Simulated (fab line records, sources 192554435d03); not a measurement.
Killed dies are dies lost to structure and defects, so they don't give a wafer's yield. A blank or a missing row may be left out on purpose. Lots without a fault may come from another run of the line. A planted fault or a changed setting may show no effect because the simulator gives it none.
A struck lot beside a sound one | flow n5_finfet | 44 steps out of a route of 1938
Sound: wafers L645.1, L645.2, L645.5. Struck: wafer L663.3. (L663.6 of the same lot was not struck and is left out.) The cause comes at the end.
At each step with rows: each side's tool, then ch and its chambers, then its first start. Under that, the readings that differ: sound wafers | struck wafers | difference of the means | sigmas: that difference in standard deviations of wafers without a fault.
alike: readings whose means differ by less than 2 such deviations, and words and numbers that are the same on both sides. not compared: withheld readings, readings that some wafer has no value for, bounds like >300 that may hide the same value, and numbers for which the record gives no deviation and whose values overlap.
The two part at a step that has a row with sigmas, a row that says differs or no value, or rows on one side only. Numbers that don't overlap but have no deviation are shown without sigmas and don't part them. A reading that every wafer of one side lacks parts them only if that side has two wafers or more.

N5_STI_FIN_REVEAL_ALD_14: deposits Si3N4, target thk 3 nm.
  sound on ald_sin-01 ch 0,1,3, day 2 15:43; struck on ald_sin-04 ch 0, day 7 03:54
  alike: heater_power_w
  not compared: since_wet_clean_h
then, 3 steps without rows for these wafers: N5_STI_FIN_REVEAL_FCVD_FILL_01 (material SiO2 flowable, target thk 312 nm, time 512.2 s); N5_STI_FIN_REVEAL_DENSIFY_02 (time 1800 s); N5_STI_FIN_REVEAL_CMP_04 (polishes, stops on Si3N4, t overpolish 4 s, target thk 131.83 nm).
N5_STI_FIN_REVEAL_THK_MEAS_05:
  sound on film_metro-01, day 2 21:03; struck on film_metro-01, day 7 09:14
  alike: thk_nm
N5_STI_FIN_REVEAL_DENSIFY_30:
  sound on rtp_anneal-01 ch 0, day 2 21:05; struck on rtp_anneal-01 ch 0, day 7 09:49
  alike: lamp_power_pct
  not compared: wafer_temp_C_max
N5_STI_FIN_REVEAL_ETCHBACK_08: etches SiO2 in C4F6/O2, target depth 30.5 nm, time 10.167 s.
  sound on rie_diel-04 ch 1,2,3, day 2 21:23; struck on rie_diel-04 ch 2, day 7 09:58
  alike: C4F6_flow_sccm, O2_flow_sccm, drypump_motor_current_A, oes_product_au, rf_vpp_V, showerhead_plenum_p_Torr, throttle_valve_pct
  not compared: rf_hours_counter_h
then, 5 steps without rows for these wafers: N5_STI_FIN_REVEAL_STRIP_24 (strips in N2/H2, time 90 s); N5_STI_FIN_REVEAL_PRECLEAN_25 (cleans in SPM, time 90 s); N5_STI_FIN_REVEAL_PRECLEAN_26 (cleans in SC1, time 45 s); N5_STI_FIN_REVEAL_PRECLEAN_29 (cleans in DHF, time 30 s); N5_STI_FIN_REVEAL_SRD_12 (time 30 s).
N5_STI_FIN_REVEAL_RECESS_09: chemistry HF/NH3, target SiO2, afs cycles 11, target depth 42.5 nm, sublimation time 60 s.
  sound on vapor_etch-01 ch 0,1, day 2 21:38; struck on vapor_etch-02 ch 0, day 7 10:44
  alike: drypump_motor_current_A
then, 7 steps without rows for these wafers: N5_STI_FIN_REVEAL_STRIP_16 (strips SiNx in H3PO4, target depth 23.8 nm); N5_STI_FIN_REVEAL_PRECLEAN_17 (cleans in NF3:NH3, afs cycles 1, time 20 s, sublimation time 60 s); N5_STI_FIN_REVEAL_ETCH_34 (etches Si in H2, material Si, target depth 0.97 nm); N5_STI_FIN_REVEAL_OXIDATION_31 (chemistry O2 PLASMA REMOTE, time 20 s); N5_STI_FIN_REVEAL_PRECLEAN_32 (cleans in NF3:NH3, afs cycles 1, time 20 s, sublimation time 60 s); N5_STI_FIN_REVEAL_STRIP_35 (strips Si3N4 in H3PO4, target depth 4 nm, time 39 s); N5_STI_FIN_REVEAL_SRD_21 (time 30 s).
N5_STI_FIN_REVEAL_OXIDATION_33: chemistry O2 PLASMA REMOTE, time 20 s.
  sound on plasma_asher-01 ch 0,1, day 3 00:13; struck on plasma_asher-02 ch 0, day 7 13:14
  alike: drypump_motor_current_A, heater_power_w, o2_flow_sccm
  not compared: rf_hours_counter_h
then, 2 steps without rows for these wafers: N5_STI_FIN_REVEAL_CLEAN_19 (cleans in O3/DIW, time 120 s); N5_STI_FIN_REVEAL_SRD_23 (time 30 s).
N5_STI_FIN_REVEAL_CD_MEAS_22: target cd 6.238 nm, pitch 28 nm.
  sound on cd_sem-02, day 3 00:23; struck on cd_sem-02, day 7 13:23
  alike: cd_nm
N5_STI_FIN_REVEAL_FIN_H_MEAS_10:
  sound on ocd-02, day 3 00:25; struck on ocd-01, day 7 13:25
  reading              | sound          | struck | difference | sigmas
  trench_depth_nm (nm) | 52.6 50.6 50.6 | 56.8   | +5.5       | +7
then, 2 steps without rows for these wafers: N5_STI_FIN_REVEAL_PRECLEAN_18 (cleans in SC2, time 45 s); N5_STI_FIN_REVEAL_SRD_28 (time 30 s).
N5_STI_FIN_REVEAL_INSPECT_13: inspects for defects (darkfield).
  sound on defect_inspect-01, day 3 00:29; struck on defect_inspect-01, day 7 13:31
  alike: raw_defect_count
then, 2 steps without rows for these wafers: N5_DUMMY_GATE_PRECLEAN_00 (cleans in O3/DIW, time 60 s); N5_DUMMY_GATE_SRD_01 (time 30 s).
N5_DUMMY_GATE_ALD_02: deposits SiO2, target thk 2 nm, pulse time 1 s.
  sound on ald_sin-01 ch 0,1,3, day 3 00:35; struck on ald_sin-01 ch 1, day 7 13:36
  alike: heater_power_w, precursor_pulse_height_rel
  not compared: since_wet_clean_h
then, 4 steps without rows for these wafers: N5_DUMMY_GATE_CVD_03 (deposits a-Si from SiH4, target thk 150 nm, time 8042 s); N5_DUMMY_GATE_PRECLEAN_46 (cleans in DIW, time 89.5 s); N5_DUMMY_GATE_SRD_47 (dry time 32 s); N5_DUMMY_GATE_CMP_04 (polishes a-Si).
N5_DUMMY_GATE_THK_MEAS_05:
  sound on film_metro-02, day 3 04:41; struck on film_metro-02, day 7 17:41
  alike: thk_nm
then, 6 steps without rows for these wafers: N5_DUMMY_GATE_HM_DEP_06 (deposits SiNx from DCS/NH3, target thk 80 nm, time 5141 s); N5_DUMMY_GATE_PECVD_30 (deposits SiO2 from TEOS/O2, target thk 55 nm, time 10.8 s); N5_DUMMY_GATE_COAT_34 (time 60 s, resist thk 60 nm); N5_DUMMY_GATE_COAT_35 (time 60 s, resist thk 10 nm); N5_DUMMY_GATE_COAT_28 (time 60 s, resist thk 10 nm); N5_DUMMY_GATE_COAT_09 (resist thk 30 nm).
-- the record jumps here: 6 days lie between the struck wafers' starts before and after (it left off in module DUMMY_GATE and takes up again in module BEOL_M4, whose first step shown is number 1111 of the route) --
N5_BEOL_M4_RC_MEAS_101:
  sound on prober-02 ch 0, day 8 00:37; struck on prober-02 ch 0, day 13 05:53
  reading       | sound       | struck | difference | sigmas
  ION_N (uA/um) | 697 670 664 | 729    | +52        | +3
  ION_P (uA/um) | 471 452 453 | 493    | +34        | +3
  alike: DIBL_N, DIBL_P, IOFF_N, IOFF_P, SS_N, SS_P, VT_N, VT_P
-- the record jumps here: 4 days lie between the struck wafers' starts before and after (it left off in module BEOL_M4 and takes up again in module PASSIVATION, whose first step shown is number 1936 of the route) --
N5_PASSIVATION_PROBE_49:
  sound on prober-02, day 12 12:11; struck on prober-01, day 17 10:24
  alike: defect_limited_yield, killed_at_M0_to_M3, killed_at_M4_up, killed_at_contacts, killed_at_front_end, killed_at_other, killed_dies, killed_open, killed_short, sort_bin_5_function, sort_bin_6_memory, sort_bin_8_speed, sort_n_pass, sort_yield_pct

WHERE THEY PART
First at N5_STI_FIN_REVEAL_FIN_H_MEAS_10; last, within this record, at N5_BEOL_M4_RC_MEAS_101. Later steps at which nothing parts them and some readings are alike: N5_PASSIVATION_PROBE_49.

WHY: what the simulator had put in
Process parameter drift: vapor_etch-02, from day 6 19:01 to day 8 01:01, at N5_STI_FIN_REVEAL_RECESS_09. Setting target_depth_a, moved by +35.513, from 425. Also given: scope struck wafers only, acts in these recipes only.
